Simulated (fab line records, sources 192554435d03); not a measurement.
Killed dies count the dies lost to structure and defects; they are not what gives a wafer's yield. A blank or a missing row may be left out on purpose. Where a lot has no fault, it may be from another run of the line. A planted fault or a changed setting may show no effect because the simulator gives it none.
Which tool is to blame? + flow n5Finfet + Sampling: 9 lots, 27 wafers, 6 of 1938 route steps

WHAT EACH GAUGE READ, for each wafer
The record holds no reading of a measuring or inspecting step that can be judged against a usual standard deviation.

TOOL THAT RAN EACH LOT (tool first, then ch and the chambers of the sampled wafers, then the start)
| lot  | N5_BEOL_M12_ETCH_67               | N5_BEOL_M12_ETCH_68               | N5_BEOL_M12_ETCH_38               | N5_BEOL_M12_SPUTTER_43      | N5_BEOL_M12_CMP_49            | N5_PASSIVATION_PROBE_49 |
|------|-----------------------------------|-----------------------------------|-----------------------------------|-----------------------------|-------------------------------|-------------------------|
| L429 | rieDiel-01 ch 0,2,3, day 12 22:12 | rieDiel-01 ch 0,2,3, day 12 22:21 | rieDiel-01 ch 0,1, day 13 00:10   | pvdSputter-03, day 13 00:46 | cmp-01 ch 2,3, day 13 01:31   | prober-02, day 14 11:22 |
| L433 | rieDiel-06 ch 0,2, day 13 22:10   | rieDiel-06 ch 0,2, day 13 22:18   | rieDiel-01 ch 0,2, day 14 00:32   | pvdSputter-03, day 14 01:05 | cmp-04 ch 1,2,3, day 14 01:49 | prober-01, day 15 10:20 |
| L440 | rieDiel-06 ch 2,3, day 16 03:08   | rieDiel-06 ch 2,3, day 16 03:17   | rieDiel-01 ch 0,1,2, day 16 03:55 | pvdSputter-01, day 16 04:31 | cmp-01 ch 2,3, day 16 05:14   | prober-01, day 17 17:28 |
| L444 | rieDiel-01 ch 0,1, day 16 17:57   | rieDiel-01 ch 0,1, day 16 18:05   | rieDiel-06 ch 0,1,3, day 16 21:55 | pvdSputter-03, day 16 22:17 | cmp-04 ch 1,2,3, day 16 23:02 | prober-01, day 18 14:10 |
| L443 | rieDiel-06 ch 0,3, day 17 02:14   | rieDiel-06 ch 0,3, day 17 02:23   | rieDiel-06 ch 0,3, day 17 04:37   | pvdSputter-03, day 17 05:19 | cmp-01 ch 0,1,3, day 17 06:02 | prober-02, day 19 02:43 |
| L446 | rieDiel-01 ch 1,2, day 17 08:29   | rieDiel-01 ch 1,2, day 17 08:37   | rieDiel-01 ch 1,2, day 17 10:15   | pvdSputter-01, day 17 10:44 | cmp-03 ch 0,1,3, day 17 11:31 | prober-02, day 18 16:26 |
| L445 | rieDiel-04 ch 0,2, day 17 09:48   | rieDiel-04 ch 0,2, day 17 09:56   | rieDiel-01 ch 0,2,3, day 17 10:28 | pvdSputter-03, day 17 11:04 | cmp-03 ch 2,3, day 17 11:49   | prober-01, day 18 20:04 |
| L448 | rieDiel-04 ch 0,1,2, day 17 16:25 | rieDiel-04 ch 0,1,2, day 17 16:34 | rieDiel-06 ch 1,2,3, day 18 02:29 | pvdSputter-03, day 18 03:00 | cmp-04 ch 0,1,2, day 18 03:49 | prober-01, day 19 22:17 |
| L449 | rieDiel-04 ch 0,1,3, day 19 00:05 | rieDiel-04 ch 0,1,3, day 19 00:14 | rieDiel-04 ch 1,2,3, day 19 00:59 | pvdSputter-01, day 19 03:05 | cmp-01 ch 1,2,3, day 19 03:48 | prober-02, day 20 19:18 |
- N5_BEOL_M12_ETCH_67: etches SiARC in CF4, target depth 143 nm, time 238.3 s.
- N5_BEOL_M12_ETCH_68: etches SOC in N2/H2, time 285 s.
- N5_BEOL_M12_ETCH_38: etches SiCN in CF4/N2, target depth 68.7 nm, time 73.4 s.
- N5_BEOL_M12_SPUTTER_43: material TaN, target thk 15 nm, time 24.19 s.
- N5_BEOL_M12_CMP_49: polishes, stops on SiOC, t overpolish 20.6 s, target thk 320 nm.
- N5_PASSIVATION_PROBE_49

AS READ BY THE TOOLS THEMSELVES (means over the sampled wafers that have a number; for cases with no such wafer, the mark the record gives instead)
N5_BEOL_M12_ETCH_67. Usual: drypumpMotorCurrentA 5.6 A, standard deviation 0.35; etchRfOnTimeS 238 s, standard deviation 4.7; oesProductAu 0.71 a.u., standard deviation 0.063; rfVppV 184.4 V, standard deviation 0.97; showerheadPlenumPTorr 2.18 Torr, standard deviation 0.048; throttleValvePct 15.36 %, standard deviation 0.23.
| lot  | tool       | drypumpMotorCurrentA (A) | etchRfOnTimeS (s) | oesProductAu (a.u.) | rfVppV (V) | showerheadPlenumPTorr (Torr) | throttleValvePct (%) | flag |
|------|------------|--------------------------|-------------------|---------------------|------------|------------------------------|----------------------|------|
| L429 | rieDiel-01 | 5.7                      | 242               | 0.69                | 185.4      | 2.22                         | 15.28                |      |
| L433 | rieDiel-06 | 5.5                      | 236               | 0.75                | 184.4      | 2.17                         | 15.10                |      |
| L440 | rieDiel-06 | 5.4                      | 234               | 0.74                | 184.5      | 2.21                         | 15.21                |      |
| L444 | rieDiel-01 | 5.5                      | 238               | 0.76                | 184.3      | 2.22                         | 15.37                |      |
| L443 | rieDiel-06 | 5.0                      | 236               | 0.74                | 185.2      | 2.24                         | 15.26                |      |
| L446 | rieDiel-01 | 5.7                      | 241               | 0.68                | 184.4      | 2.21                         | 15.41                |      |
| L445 | rieDiel-04 | 5.9                      | 237               | 0.75                | 183.6      | 2.12                         | 15.28                |      |
| L448 | rieDiel-04 | 6.1                      | 234               | 0.77                | 184.1      | 2.15                         | 15.40                |      |
| L449 | rieDiel-04 | 5.9                      | 236               | 0.72                | 184.3      | 2.17                         | 15.42                |      |

N5_BEOL_M12_ETCH_68. Usual: drypumpMotorCurrentA 5.6 A, standard deviation 0.35; oesProductAu 0.83 a.u., standard deviation 0.074; rfVppV 525.2 V, standard deviation 1.9; showerheadPlenumPTorr 2.58 Torr, standard deviation 0.064; throttleValvePct 17.46 %, standard deviation 0.25.
| lot  | tool       | drypumpMotorCurrentA (A) | oesProductAu (a.u.) | rfVppV (V) | showerheadPlenumPTorr (Torr) | throttleValvePct (%) | flag |
|------|------------|--------------------------|---------------------|------------|------------------------------|----------------------|------|
| L429 | rieDiel-01 | 5.7                      | 0.82                | 527.0      | 2.64                         | 17.42                |      |
| L433 | rieDiel-06 | 5.5                      | 0.88                | 525.9      | 2.59                         | 17.27                |      |
| L440 | rieDiel-06 | 5.4                      | 0.86                | 525.9      | 2.63                         | 17.41                |      |
| L444 | rieDiel-01 | 5.5                      | 0.91                | 526.9      | 2.62                         | 17.45                |      |
| L443 | rieDiel-06 | 5.0                      | 0.87                | 526.3      | 2.65                         | 17.25                |      |
| L446 | rieDiel-01 | 5.7                      | 0.81                | 525.9      | 2.64                         | 17.59                |      |
| L445 | rieDiel-04 | 6.0                      | 0.89                | 524.0      | 2.51                         | 17.49                |      |
| L448 | rieDiel-04 | 6.1                      | 0.89                | 524.0      | 2.55                         | 17.58                |      |
| L449 | rieDiel-04 | 5.9                      | 0.84                | 525.2      | 2.57                         | 17.52                |      |

N5_BEOL_M12_ETCH_38. Usual: drypumpMotorCurrentA 5.6 A, standard deviation 0.36; oesProductAu 0.82 a.u., standard deviation 0.071; rfVppV 383.6 V, standard deviation 1.4; showerheadPlenumPTorr 2.25 Torr, standard deviation 0.053; throttleValvePct 15.20 %, standard deviation 0.25.
| lot  | tool       | drypumpMotorCurrentA (A) | oesProductAu (a.u.) | rfVppV (V) | showerheadPlenumPTorr (Torr) | throttleValvePct (%) | flag |
|------|------------|--------------------------|---------------------|------------|------------------------------|----------------------|------|
| L429 | rieDiel-01 | 5.7                      | 0.79                | 384.8      | 2.31                         | 15.23                |      |
| L433 | rieDiel-01 | 5.9                      | 0.79                | 385.3      | 2.32                         | 15.07                |      |
| L440 | rieDiel-01 | 5.7                      | 0.83                | 385.2      | 2.29                         | 15.17                |      |
| L444 | rieDiel-06 | 5.2                      | 0.82                | 384.1      | 2.26                         | 15.21                |      |
| L443 | rieDiel-06 | 5.1                      | 0.84                | 384.6      | 2.26                         | 14.99                |      |
| L446 | rieDiel-01 | 5.7                      | 0.80                | 384.0      | 2.27                         | 15.26                |      |
| L445 | rieDiel-01 | 5.7                      | 0.77                | 383.5      | 2.28                         | 15.20                |      |
| L448 | rieDiel-06 | 5.4                      | 0.82                | 384.2      | 2.26                         | 15.28                |      |
| L449 | rieDiel-04 | 5.9                      | 0.86                | 382.4      | 2.21                         | 15.25                |      |

N5_BEOL_M12_SPUTTER_43. Usual: cathodeDcPowerW 15000 W, standard deviation 2.9; chamberPressurePa 0.11997 Pa, standard deviation 0.00025; throttleValvePct 29.8 %, standard deviation 0.75.
| lot  | tool          | cathodeDcPowerW (W) | chamberPressurePa (Pa) | throttleValvePct (%) | flag |
|------|---------------|---------------------|------------------------|----------------------|------|
| L429 | pvdSputter-03 | 17930               | 0.11968                | 29.9                 | OFF  |
| L433 | pvdSputter-03 | 17930               | 0.11994                | 29.8                 | OFF  |
| L440 | pvdSputter-01 | 15001               | 0.11976                | 29.9                 |      |
| L444 | pvdSputter-03 | 15003               | 0.12003                | 29.5                 |      |
| L443 | pvdSputter-03 | 14998               | 0.12000                | 29.9                 |      |
| L446 | pvdSputter-01 | 14999               | 0.12022                | 30.4                 |      |
| L445 | pvdSputter-03 | 15003               | 0.11985                | 29.8                 |      |
| L448 | pvdSputter-03 | 15001               | 0.12002                | 29.5                 |      |
| L449 | pvdSputter-01 | 14998               | 0.11986                | 30.5                 |      |

N5_BEOL_M12_CMP_49. Usual: barrierFieldEndpointS 30.2 s, standard deviation 0.74; clearingPlatenDownForcePsi 1.4997 psi, standard deviation 0.003; edgeZonePressureFrac 1.000, standard deviation 0.005; motorCurrentA 6.0 A, standard deviation 0.39.
| lot  | tool   | barrierFieldEndpointS (s) | clearingPlatenDownForcePsi (psi) | edgeZonePressureFrac | motorCurrentA (A) | flag |
|------|--------|---------------------------|----------------------------------|----------------------|-------------------|------|
| L429 | cmp-01 | 33.1                      | 1.5025                           | 1.008                | 6.1               | OFF  |
| L433 | cmp-04 | 34.3                      | 1.5005                           | 1.000                | 5.8               | OFF  |
| L440 | cmp-01 | 29.0                      | 1.4963                           | 1.000                | 6.0               |      |
| L444 | cmp-04 | 30.6                      | 1.4982                           | 0.995                | 5.9               |      |
| L443 | cmp-01 | 29.3                      | 1.4996                           | 0.996                | 6.2               |      |
| L446 | cmp-03 | 29.8                      | 1.5004                           | 1.004                | 6.1               |      |
| L445 | cmp-03 | 29.7                      | 1.5009                           | 0.996                | 6.2               |      |
| L448 | cmp-04 | 30.4                      | 1.4969                           | 1.001                | 5.6               |      |
| L449 | cmp-01 | 29.2                      | 1.5005                           | 1.003                | 6.0               |      |

N5_PASSIVATION_PROBE_49. Usual: defectLimitedYield 91.3 %, standard deviation 1.4; killed_at_M0_to_M3 34, standard deviation 10; killed_at_M4_up 14, standard deviation 5.5; killedAtContacts 12, standard deviation 6; killedAtFrontEnd 40, standard deviation 10; killedAtOther 3.0, standard deviation 2.4; killedDies 103, standard deviation 17; killedOpen 68, standard deviation 13; killedShort 34, standard deviation 7.8; sort_bin_5_function 5.1 %, standard deviation 0.97; sort_bin_6_memory 3.3 %, standard deviation 0.66; sort_bin_8_speed 0.02 %, standard deviation 0.12; sortNPass 1077, standard deviation 17; sortYieldPct 91.2 %, standard deviation 1.4.
| lot  | tool      | defectLimitedYield (%) | killed_at_M0_to_M3 | killed_at_M4_up | killedAtContacts | killedAtFrontEnd | killedAtOther | killedDies | killedOpen | killedShort | sort_bin_5_function (%) | sort_bin_6_memory (%) | sort_bin_8_speed (%) | sortNPass | sortYieldPct (%) | flag |
|------|-----------|------------------------|--------------------|-----------------|------------------|------------------|---------------|------------|------------|-------------|-------------------------|-----------------------|----------------------|-----------|------------------|------|
| L429 | prober-02 | 90.2                   | 37                 | 20              | 9                | 47               | 3.0           | 115        | 76         | 38          | 5.3                     | 4.1                   | 0.00                 | 1065      | 90.2             |      |
| L433 | prober-01 | 92.0                   | 31                 | 13              | 22               | 26               | 1.7           | 94         | 69         | 24          | 4.4                     | 3.5                   | 0.00                 | 1086      | 92.0             |      |
| L440 | prober-01 | 91.8                   | 28                 | 10              | 14               | 43               | 1.3           | 96         | 64         | 31          | 4.4                     | 3.3                   | 0.00                 | 1084      | 91.8             |      |
| L444 | prober-01 | 91.3                   | 32                 | 9               | 18               | 37               | 6.0           | 103        | 71         | 30          | 5.3                     | 3.2                   | 0.00                 | 1077      | 91.3             |      |
| L443 | prober-02 | 92.8                   | 28                 | 11              | 15               | 28               | 3.3           | 85         | 53         | 29          | 4.2                     | 2.6                   | 0.00                 | 1095      | 92.8             |      |
| L446 | prober-02 | 89.4                   | 42                 | 21              | 10               | 49               | 1.7           | 124        | 90         | 33          | 6.1                     | 4.1                   | 0.00                 | 1056      | 89.4             |      |
| L445 | prober-01 | 89.9                   | 43                 | 17              | 10               | 48               | 1.7           | 119        | 88         | 29          | 6.1                     | 3.6                   | 0.00                 | 1061      | 89.9             |      |
| L448 | prober-01 | 91.0                   | 33                 | 24              | 2                | 44               | 4.0           | 106        | 65         | 40          | 5.4                     | 3.3                   | 0.03                 | 1073      | 91.0             |      |
| L449 | prober-02 | 89.2                   | 43                 | 14              | 13               | 52               | 5.7           | 128        | 81         | 44          | 6.3                     | 3.9                   | 0.00                 | 1052      | 89.2             |      |

THE ANSWER, worked out from the rows above alone
Rule: a lot is off if the mean of its wafers that have a number lies more than 3 standard deviations from the usual mean. A lot without any number at a reading at which 4 lots or more have one is off too. Any other lot the step has rows for is counted as sound. First the gauges in route order, then the tools' own readings, where a lot's mean is used as printed above. At the first step where some lot is off, the reading lying furthest off is the one used; lots without a number count as furthest.
Off, at N5_BEOL_M12_SPUTTER_43 on cathodeDcPowerW: L429, L433.
If a tool, at that step or one of the process steps before it, ran each lot that is off and ran no sound lot following the first of them, it fits. None of those tried fits.

WHAT HAD BEEN PUT IN BY THE SIMULATOR
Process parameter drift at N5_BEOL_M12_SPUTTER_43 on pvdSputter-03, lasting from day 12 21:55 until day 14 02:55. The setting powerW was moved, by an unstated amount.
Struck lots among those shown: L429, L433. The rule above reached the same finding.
